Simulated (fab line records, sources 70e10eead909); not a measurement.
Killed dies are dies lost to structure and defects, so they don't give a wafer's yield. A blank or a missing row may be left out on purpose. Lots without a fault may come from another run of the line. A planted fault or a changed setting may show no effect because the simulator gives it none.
Which tool did it? | flow nand_harc | 12 lots, 36 wafers sampled, at 4 steps of a route of 1302

WHAT THE GAUGES READ, wafer by wafer
NHARC_A_CONTACT_INSPECT_71.
lot  | measured     | on                | raw_defect_count
L075 | day 22 05:13 | defect_inspect-02 | 30 33 30
L077 | day 23 06:48 | defect_inspect-02 | 64 56 64
L080 | day 24 02:55 | defect_inspect-01 | 100 104 125
L082 | day 25 04:10 | defect_inspect-01 | 35 26 23
L083 | day 26 01:32 | defect_inspect-01 | 33 40 39
L084 | day 26 05:06 | defect_inspect-02 | 128 128 117
L088 | day 27 12:26 | defect_inspect-02 | 108 117 120
L090 | day 28 08:14 | defect_inspect-02 | 115 98 98
L091 | day 29 07:25 | defect_inspect-01 | 160 180 167
L093 | day 29 23:07 | defect_inspect-01 | 126 118 108
L095 | day 30 12:35 | defect_inspect-02 | 61 56 66
L097 | day 31 00:57 | defect_inspect-02 | 88 87 81

WHICH TOOL RAN EACH LOT (tool, then ch and the chambers of the sampled wafers, then the start)
lot  | NHARC_A_CONTACT_ETCH_111             | NHARC_A_CONTACT_ETCH_112             | NHARC_A_CONTACT_STRIP_55
L075 | har_cap_etch-02 ch 0,1, day 21 20:51 | har_cap_etch-02 ch 0,1, day 21 21:02 | rie_diel-13 ch 0,1,2, day 22 05:13 or earlier
L077 | har_cap_etch-03 ch 0,1, day 22 22:27 | har_cap_etch-03 ch 0,1, day 22 22:38 | rie_diel-02 ch 0,1,2, day 23 06:48 or earlier
L080 | har_cap_etch-02 ch 0, day 23 15:29   | har_cap_etch-02 ch 0, day 23 15:41   | rie_diel-01 ch 0,1,2, day 24 02:55 or earlier
L082 | har_cap_etch-01 ch 0,1, day 24 19:25 | har_cap_etch-01 ch 0,1, day 24 19:36 | rie_diel-01 ch 0,3, day 25 04:10 or earlier
L083 | har_cap_etch-02 ch 0,1, day 25 17:08 | har_cap_etch-02 ch 0,1, day 25 17:20 | rie_diel-02 ch 1,2,3, day 26 01:32 or earlier
L084 | har_cap_etch-02 ch 0,1, day 25 20:48 | har_cap_etch-02 ch 0,1, day 25 21:00 | rie_diel-01 ch 0,2,3, day 26 05:06 or earlier
L088 | har_cap_etch-02 ch 0,1, day 27 04:02 | har_cap_etch-02 ch 0,1, day 27 04:15 | rie_diel-01 ch 0,1,2, day 27 12:26 or earlier
L090 | har_cap_etch-03 ch 0,1, day 27 23:36 | har_cap_etch-03 ch 0,1, day 27 23:48 | rie_diel-02 ch 0,3, day 28 08:14 or earlier
L091 | har_cap_etch-02 ch 0,1, day 28 22:49 | har_cap_etch-02 ch 0,1, day 28 23:01 | rie_diel-02 ch 0,2,3, day 29 07:25 or earlier
L093 | har_cap_etch-03 ch 0,1, day 29 14:54 | har_cap_etch-03 ch 0,1, day 29 15:05 | rie_diel-13 ch 2,3, day 29 23:07 or earlier
L095 | har_cap_etch-02 ch 0,1, day 30 04:04 | har_cap_etch-02 ch 0,1, day 30 04:16 | rie_diel-02 ch 0,1,2, day 30 12:35 or earlier
L097 | har_cap_etch-03 ch 0,1, day 30 16:28 | har_cap_etch-03 ch 0,1, day 30 16:40 | rie_diel-02 ch 0,1,3, day 31 00:57 or earlier
- NHARC_A_CONTACT_ETCH_111: etches the open film in C4F8/O2/Ar, time 140 s, target depth 700 nm.
- NHARC_A_CONTACT_ETCH_112: etches the open film in C4F8/O2/Ar, time 190 s, target depth 1850 nm.
- NHARC_A_CONTACT_STRIP_55: strips in O2.

THE ANSWER, worked out from the rows above alone
Rule: what is usual is taken from the lots themselves. Put in order of their means at a reading, lots are off if they are a third of the lots or fewer, leave a main group of 4 or more, and stand apart from it by a gap of 3 or more times the standard deviation of the main group's means; of several such gaps the widest counts. A main group whose means are all the same, to the digits that the tables above print for the reading, isn't used. A lot without any number at a reading at which 4 lots or more have one is off too. The other lots that the step has rows for count as sound.
No lot is off at any reading shown: from this, nothing can be told.

WHAT THE SIMULATOR HAD PUT IN
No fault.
